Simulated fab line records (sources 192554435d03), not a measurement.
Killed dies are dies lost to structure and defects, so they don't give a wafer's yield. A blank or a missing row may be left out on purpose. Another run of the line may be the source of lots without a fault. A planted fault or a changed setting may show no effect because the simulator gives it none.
fab line records    flow n5_finfet
[record] lots = 11  wafers = 30  last_day = 18
route steps=1938 shown MOL_CONTACT_COAG@630 BEOL_M0_SAQP@635 BEOL_M4@1111 PASSIVATION@1936
lots that met no fault: from a run of the same line without faults
start_h: start of the lot's first displayed wafer, in hours after the record's first day    wait_h: time in hours since the lot's previous step    " identical to the entry in the row above    L1.1+2: a single row standing in for several wafers    - no value, or no start was given    * or withheld: withheld    < > ~ a bound
route shown NAME@n: a module of which the file shows steps, and the number in the route of the first    usual: mean and standard deviation over wafers with no fault    same: alike in all rows    chamber/n: place in a boat    sites: each site's reading    _std_site: how widely they spread, as a standard deviation    _edge_site: outer sites' mean less inner sites'    radius_mm: for every site, how far away it sits from the centre of the wafer    mask NAME#n: copy n    behind: the tool/chamber that last shaped the wafer    hold: the reason the lot was held/the length of the hold in hours/how it ended    device: the transistor (n, p or np) that didn't switch    end of line: the same wafers' tests at the end of the route    a step with no rows: only its recipe    killed: count of dies lost to structure and defects at first sort (not the wafer's yield)    map: per-die view of a wafer (x killed, . not killed, _ where there is no die)
set.NAME: the run value of the setting; set.NAME@STEP: its run value at that earlier step    model.NAME: the simulator's own value behind a step, which no gauge read
a sample of lots followed through the steps of the route, with each step as a table and each wafer as a row
services: the hour from which a tool's chamber was out of use, counted from the record's first day as start_h (under 0 if before that day), plus the number of hours and why
[[steps]]
[step N5_MOL_CONTACT_COAG_INSPECT_97]
[recipe] inspect_instrument = darkfield  mode = post_anneal
[usual] raw_defect_count = 45/19
lot.wafer  tool               chamber  start_h  wait_h  raw_defect_count
L977.1     defect_inspect-01  -        114.64   0.0     82
L977.4     "                  -        "        "       41
L977.6     "                  -        "        "       65
L979.5     defect_inspect-02  -        124.48   0.1     31
L979.6     "                  -        "        "       50
L981.1     defect_inspect-01  -        138.78   0.0     35
L981.2     "                  -        "        "       30
L981.3     "                  -        "        "       56
L986.4     defect_inspect-01  -        165.20   0.1     37
L986.6     "                  -        "        "       38
L987.1     defect_inspect-02  -        173.93   0.0     42
L987.2     "                  -        "        "       38
L987.3     "                  -        "        "       19
L990.3     defect_inspect-02  -        196.37   0.1     106
L990.4     "                  -        "        "       41
L990.5     "                  -        "        "       37
L992.2     defect_inspect-01  -        204.09   0.1     30
L992.3     "                  -        "        "       46
L995.2     defect_inspect-01  -        223.95   0.0     21
L995.4     "                  -        "        "       42
L995.6     "                  -        "        "       30
L997.1     defect_inspect-01  -        230.98   0.0     31
L997.4     "                  -        "        "       42
L997.6     "                  -        "        "       41
L998.1     defect_inspect-02  -        245.24   0.0     41
L998.4     "                  -        "        "       37
L998.6     "                  -        "        "       77
L999.2     defect_inspect-02  -        250.93   0.0     34
L999.5     "                  -        "        "       39
L999.6     "                  -        "        "       36
[step N5_BEOL_M0_SAQP_PECVD_03]
[recipe] material = SiCN  target_thk_a = 120  temp_c = withheld  precursor = 3MS/NH3  pressure_torr = 3  rf_w = 202  time_s = 21.1
[usual] showerhead_plenum_p_Torr = 3.675/0.018  throttle_valve_pct = 9.1/0.31
lot.wafer  tool      chamber  start_h  wait_h  showerhead_plenum_p_Torr  throttle_valve_pct
L977.1     pecvd-02  2        115.43   0.1     3.645                     8.9
L977.4     "         1        "        "       3.693                     9.7
L977.6     "         2        "        "       3.641                     8.9
L979.5     pecvd-02  0        125.50   0.0     3.665                     9.1
L979.6     "         1        "        "       3.689                     9.6
L981.1     pecvd-03  0        139.85   0.1     3.650                     9.1
L981.2     "         1        "        "       3.668                     9.3
L981.3     "         2        "        "       3.659                     8.5
L986.4     pecvd-02  0        169.27   0.0     3.675                     9.0
L986.6     "         1        "        "       3.683                     9.4
L987.1     pecvd-02  1        174.94   0.1     3.688                     9.3
L987.2     "         0        "        "       3.690                     9.5
L987.3     "         1        "        "       3.677                     9.4
L990.3     pecvd-04  2        197.23   0.1     3.710                     8.6
L990.4     "         1        "        "       3.668                     8.8
L990.5     "         2        "        "       3.694                     8.8
L992.2     pecvd-04  2        207.36   0.1     3.697                     8.9
L992.3     "         0        "        "       3.677                     9.1
L995.2     pecvd-04  2        225.57   0.1     3.700                     8.8
L995.4     "         1        "        "       3.671                     8.9
L995.6     "         0        "        "       3.683                     9.1
L997.1     pecvd-04  2        231.51   0.1     3.701                     8.7
L997.4     "         1        "        "       3.665                     9.1
L997.6     "         0        "        "       3.691                     9.2
L998.1     pecvd-04  0        245.83   0.1     3.680                     9.1
L998.4     "         0        "        "       3.684                     9.1
L998.6     "         1        "        "       3.671                     8.7
L999.2     pecvd-04  1        252.94   0.1     3.678                     8.9
L999.5     "         0        "        "       3.677                     9.0
L999.6     "         1        "        "       3.671                     9.1
[step N5_BEOL_M0_SAQP_SPACER1_ALD_98]
[recipe] material = SiO2  target_thk_a = 128  temp_c = 300  ald_precursor_family = BDEAS  ald_co_reactant = O2-plasma  pulse_time_s = 1  purge_time_s = 2  co_reactant_purge_time_s = 2  ald_cycles = 138  pressure_torr = 2
[usual] heater_power_outer_w = 261/27  heater_power_w = 460/39  precursor_pulse_height_rel = 1.002/0.018  susceptor_temp_C = 299.98/0.18
[same] ald_cycles = 138
lot.wafer  tool        chamber  start_h  wait_h  heater_power_outer_w  heater_power_w  precursor_pulse_height_rel  susceptor_temp_C
L977.1     ald_sin-02  0        116.97   0.3     255                   456             0.976                       299.86
L977.4     "           2        "        "       280                   532             0.997                       299.97
L977.6     "           1        "        "       268                   429             0.994                       300.17
L979.5     ald_sin-04  0        128.36   1.3     225                   413             1.013                       299.87
L979.6     "           1        "        "       242                   447             0.987                       299.85
L981.1     ald_sin-01  2        141.83   0.3     254                   456             1.004                       299.85
L981.2     "           1        "        "       305                   487             0.976                       299.78
L981.3     "           0        "        "       230                   415             1.012                       299.76
L986.4     ald_sin-01  1        172.27   1.4     354                   552             0.993                       315.84
L986.6     "           1        "        "       354                   564             1.004                       315.71
L987.1     ald_sin-01  0        177.60   1.3     264                   476             1.004                       315.99
L987.2     "           3        "        "       295                   486             0.998                       315.82
L987.3     "           2        "        "       296                   513             0.992                       315.64
L990.3     ald_sin-04  2        198.90   0.1     285                   481             0.993                       299.74
L990.4     "           1        "        "       242                   437             1.018                       300.14
L990.5     "           2        "        "       290                   488             0.974                       299.94
L992.2     ald_sin-04  0        210.15   1.4     228                   400             0.949                       300.23
L992.3     "           2        "        "       297                   507             0.999                       299.80
L995.2     ald_sin-04  3        229.09   1.5     305                   538             1.008                       300.08
L995.4     "           3        "        "       289                   528             1.005                       300.09
L995.6     "           0        "        "       228                   401             0.994                       299.93
L997.1     ald_sin-02  1        233.06   0.3     281                   440             1.005                       299.94
L997.4     "           1        "        "       267                   430             1.010                       300.00
L997.6     "           3        "        "       229                   418             0.990                       300.15
L998.1     ald_sin-04  1        248.06   0.9     244                   438             1.047                       299.77
L998.4     "           0        "        "       227                   417             0.992                       299.88
L998.6     "           0        "        "       229                   415             0.989                       300.03
L999.2     ald_sin-01  1        254.79   0.3     316                   521             0.995                       299.96
L999.5     "           1        "        "       305                   507             1.002                       299.84
L999.6     "           0        "        "       227                   441             0.985                       299.99
[step N5_BEOL_M0_SAQP_RECESS_104]
[recipe] chemistry = HF/NH3  target = SiO2  target_depth_a = 180  afs_cycles = 3  temp_c = 30  sublimation_temp_c = 180  sublimation_time_s = 60
[usual] drypump_motor_current_A = 6.0/0.37
[same] sublimation_time_s = 60
lot.wafer  tool           chamber  start_h  wait_h  drypump_motor_current_A
L977.1     vapor_etch-02  1        117.90   0.1     5.8
L977.4     "              1        "        "       5.8
L977.6     "              1        "        "       5.8
L979.5     vapor_etch-02  1        129.39   0.3     5.8
L979.6     "              0        "        "       6.3
L981.1     vapor_etch-01  1        142.76   0.1     5.5
L981.2     "              0        "        "       6.3
L981.3     "              0        "        "       6.3
L986.4     vapor_etch-01  1        173.46   0.1     5.5
L986.6     "              1        "        "       5.5
L987.1     vapor_etch-01  0        178.53   0.1     6.4
L987.2     "              1        "        "       5.5
L987.3     "              1        "        "       5.5
L990.3     vapor_etch-01  1        200.14   0.4     5.5
L990.4     "              0        "        "       6.4
L990.5     "              0        "        "       6.4
L992.2     vapor_etch-02  1        211.24   0.1     5.8
L992.3     "              1        "        "       5.8
L995.2     vapor_etch-01  1        230.02   0.1     5.5
L995.4     "              1        "        "       5.5
L995.6     "              1        "        "       5.5
L997.1     vapor_etch-01  1        234.13   0.1     5.5
L997.4     "              0        "        "       6.4
L997.6     "              1        "        "       5.4
L998.1     vapor_etch-02  0        249.32   0.1     6.2
L998.4     "              1        "        "       5.8
L998.6     "              1        "        "       5.8
L999.2     vapor_etch-01  0        255.73   0.1     6.3
L999.5     "              1        "        "       5.5
L999.6     "              0        "        "       6.4
[step N5_BEOL_M4_RC_MEAS_101]
[usual] DIBL_N = 37.4/2.1  DIBL_P = 37.8/2.5  IOFF_N = 0.19/0.045  IOFF_P = 0.24/0.05  ION_N = 682/16  ION_P = 467/11  SS_N = 71.9/0.67  SS_P = 73.6/0.76  VT_N = 247/3.6  VT_P = -248/3.6
lot.wafer  tool       chamber  start_h  wait_h  DIBL_N[mV/V]  DIBL_P[mV/V]  IOFF_N[nA/um]  IOFF_P[nA/um]  ION_N[uA/um]  ION_P[uA/um]  SS_N[mV/dec]  SS_P[mV/dec]  VT_N[mV]  VT_P[mV]
L977.1     prober-02  0        164.85   0.0     38.1          39.5          0.21           0.28           690           475           71.5          73.1          244       -245
L977.4     "          0        "        "       38.6          39.0          0.22           0.29           698           479           71.9          73.1          243       -244
L977.6     "          0        "        "       36.7          37.9          0.19           0.28           696           477           71.7          72.5          241       -243
L979.5     prober-01  0        181.68   0.6     35.5          36.7          0.14           0.21           666           463           71.5          73.2          252       -252
L979.6     "          0        "        "       37.0          36.9          0.16           0.22           669           458           71.8          73.8          249       -249
L981.1     prober-02  0        191.10   0.0     38.9          39.8          0.23           0.29           704           477           73.0          74.0          242       -244
L981.2     "          0        "        "       35.4          36.1          0.16           0.22           665           459           72.0          73.6          245       -246
L981.3     "          0        "        "       33.9          34.6          0.13           0.20           682           477           71.7          72.8          250       -250
L986.4     prober-01  0        232.31   0.5     42.1          43.0          0.29           0.36           691           468           72.6          74.5          244       -241
L986.6     "          0        "        "       38.8          39.4          0.19           0.26           669           458           71.3          73.7          249       -245
L987.1     prober-01  0        237.62   0.0     39.5          38.9          0.24           0.29           695           475           72.4          74.2          243       -245
L987.2     "          0        "        "       35.7          35.8          0.16           0.22           697           478           71.2          72.9          247       -246
L987.3     "          0        "        "       39.3          38.4          0.24           0.27           678           461           72.7          73.1          244       -245
L990.3     prober-02  0        259.51   0.3     38.9          38.7          0.21           0.27           671           464           72.6          74.2          245       -245
L990.4     "          0        "        "       41.0          41.4          0.25           0.33           671           463           73.6          75.0          244       -241
L990.5     "          0        "        "       38.5          37.7          0.21           0.26           693           470           73.0          73.8          244       -244
L992.2     prober-02  0        278.04   0.2     35.8          36.9          0.16           0.22           687           474           71.8          73.5          250       -250
L992.3     "          0        "        "       36.6          37.4          0.18           0.25           693           472           72.0          73.6          246       -247
L995.2     prober-01  0        292.49   0.2     35.8          34.2          0.13           0.18           677           471           70.6          72.6          252       -251
L995.4     "          0        "        "       36.1          33.9          0.14           0.19           681           471           70.8          72.5          251       -250
L995.6     "          0        "        "       38.4          36.6          0.16           0.22           673           465           71.3          73.1          252       -249
L997.1     prober-02  0        299.62   0.0     31.5          31.3          0.10           0.15           654           459           70.0          71.4          254       -254
L997.4     "          0        "        "       34.3          34.7          0.14           0.19           665           465           71.4          72.7          250       -248
L997.6     "          0        "        "       34.5          35.4          0.14           0.20           667           463           71.7          72.8          250       -251
L998.1     prober-01  0        315.96   0.0     36.1          36.7          0.15           0.20           659           448           71.9          72.8          251       -252
L998.4     "          0        "        "       35.7          36.4          0.15           0.21           656           452           71.4          73.3          248       -249
L998.6     "          0        "        "       35.1          36.8          0.14           0.21           673           461           72.2          73.0          250       -252
L999.2     prober-02  0        330.09   0.2     32.9          33.6          0.11           0.19           677           477           70.8          72.6          253       -247
L999.5     "          0        "        "       37.6          38.6          0.20           0.29           699           483           72.1          74.1          245       -245
L999.6     "          0        "        "       31.9          32.6          0.10           0.18           665           468           71.5          72.6          257       -248
[step N5_PASSIVATION_PROBE_49]
[usual] defect_limited_yield = 90.9/1.6  killed_at_M0_to_M3 = 34/10  killed_at_M4_up = 13/5.4  killed_at_contacts = 13/6  killed_at_front_end = 42/13  killed_at_other = 4/3.2  killed_dies = 107/18  killed_open = 69/14  killed_short = 35/7.7  sort_bin_5_function = 5.3/1  sort_bin_6_memory = 3.3/0.75  sort_n_pass = 1073/19  sort_yield_pct = 90.9/1.6
[same] gross_dies = 1180  killed_at_back_side = 0  sort_bin_4_leakage[%] = 0  sort_bin_8_speed[%] = 0
lot.wafer  tool       chamber  start_h  wait_h  defect_limited_yield[%]  killed_at_M0_to_M3  killed_at_M4_up  killed_at_contacts  killed_at_front_end  killed_at_other  killed_dies  killed_open  killed_short  sort_bin_5_function[%]  sort_bin_6_memory[%]  sort_n_pass  sort_yield_pct[%]
L987.1     prober-02  -        341.94   0.0     93.6                     23                  18               8                   24                   2                75           55           20            3.9                     2.3                   1105         93.6
L987.2     prober-02  -        341.99   0.1     91.9                     40                  13               13                  28                   2                96           64           31            5.3                     2.7                   1084         91.9
L990.3     prober-02  -        361.36   0.1     86.2                     48                  11               15                  78                   11               163          104          53            7.2                     5.6                   1017         86.2
L990.4     prober-02  -        361.41   0.2     88.1                     45                  11               11                  71                   3                141          79           60            6.4                     5.1                   1039         88.1
L990.5     prober-02  -        361.46   0.2     86.9                     55                  11               14                  72                   2                154          94           59            7.5                     5.1                   1026         86.9
// killed by level:class
L987.1 BEOL_M4:geometric_particle:open=11 STI_FIN_REVEAL:geometric_particle:open=9 BEOL_M0_SAQP:geometric_particle:open=7 MOL_CONTACT_COAG:geometric_particle:open=5 DUMMY_GATE:geometric_particle:open=4 STARTING-WAFER:geometric_particle:short=4 MOL_CONTACT_COAG:geometric_particle:short=3 BEOL_M0_SAQP:geometric_particle:short=3
L987.2 BEOL_M2:geometric_particle:open=12 DUMMY_GATE:geometric_particle:open=9 MOL_CONTACT_COAG:geometric_particle:open=9 BEOL_M0_SAQP:geometric_particle:open=7 BEOL_M4:geometric_particle:open=7 BEOL_M0_SAQP:geometric_particle:short=6 MOL_CONTACT_COAG:geometric_particle:short=4 FIN_SAQP:geometric_particle:short=3
L990.3 STI_FIN_REVEAL:geometric_particle:open=17 BEOL_M1:geometric_particle:open=16 DUMMY_GATE:geometric_particle:open=14 MOL_CONTACT_COAG:geometric_particle:open=13 BEOL_M0_SAQP:geometric_particle:short=11 BEOL_M0_SAQP:geometric_particle:open=11 FIN_SAQP:geometric_particle:short=7 FIN_SAQP:geometric_particle:open=6
L990.4 FIN_SAQP:geometric_particle:short=18 STI_FIN_REVEAL:geometric_particle:open=13 FIN_SAQP:geometric_particle:open=10 GATE_CUT:geometric_particle:short=9 BEOL_M0_SAQP:geometric_particle:open=9 BEOL_M1:geometric_particle:open=9 DUMMY_GATE:geometric_particle:open=8 MOL_CONTACT_COAG:geometric_particle:open=7
L990.5 STI_FIN_REVEAL:geometric_particle:open=27 BEOL_M0_SAQP:geometric_particle:short=14 FIN_SAQP:geometric_particle:short=13 BEOL_M0_SAQP:geometric_particle:open=13 MOL_CONTACT_COAG:geometric_particle:open=13 BEOL_M1:geometric_particle:open=13 STI_FIN_REVEAL:geometric_particle:short=7 BEOL_M1:geometric_particle:short=7
[[services]]
tool           chamber  start_h  hours  kind
ald_sin-01     -        99.60    28.1   pm
ald_sin-01     0        99.60    -      clean
ald_sin-01     1        99.60    -      clean
ald_sin-01     2        99.60    -      clean
ald_sin-01     3        99.60    -      clean
ald_sin-02     3        117.54   10.8   repair
pecvd-04       2        127.01   2.1    scheduled_down
pecvd-04       -        139.50   0.5    repair
pecvd-02       -        140.79   14.6   pm
ald_sin-02     1        144.57   6.7    repair
ald_sin-01     -        163.46   6.0    pm
pecvd-02       2        166.02   23.7   repair
pecvd-04       0        174.90   2.1    scheduled_down
pecvd-04       -        182.39   1.5    repair
ald_sin-01     2        186.19   5.7    repair
pecvd-04       1        188.20   4.6    repair
pecvd-04       1        194.61   2.1    scheduled_down
ald_sin-04     -        214.41   2.8    pm
ald_sin-04     2        229.00   3.1    repair
ald_sin-04     0        229.66   8.0    repair
ald_sin-02     2        231.91   6.0    repair
vapor_etch-02  -        236.19   0.5    repair
pecvd-02       -        239.60   1.0    repair
ald_sin-01     0        248.39   4.8    repair
[[key]]
[first_sign] step = N5_BEOL_M0_SAQP_SPACER1_ALD_98  reading = susceptor_temp_C  direction = up  sigmas = 90  usual = *  struck = *
[effect] step = N5_BEOL_M0_SAQP_SPACER1_ALD_98  reading = heater_power_outer_w  direction = up  sigmas = 1.9  usual = *  struck = *
met_at N5_BEOL_M0_SAQP_SPACER1_ALD_98
struck_lots L986,L987
[baseline_loss] step = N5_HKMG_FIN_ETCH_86  wafers = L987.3
not_acting_at N5_MOL_CONTACT_COAG_INSPECT_97,N5_BEOL_M0_SAQP_PECVD_03,N5_BEOL_M0_SAQP_RECESS_104
onset_between 141.83 172.27
[fault] kind = process_parameter_drift  tool = ald_sin-01  chamber = -  onset_h = 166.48  steps = N5_BEOL_M0_SAQP_SPACER1_ALD_98  channel = temp_c  offset = *  shape = step  end_h = 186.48  acts_in = *  stated = *
// baseline_loss: these wafers lose ten dies or more at that step, a loss of the line's own and not of a fault; the sort's usual values leave them out
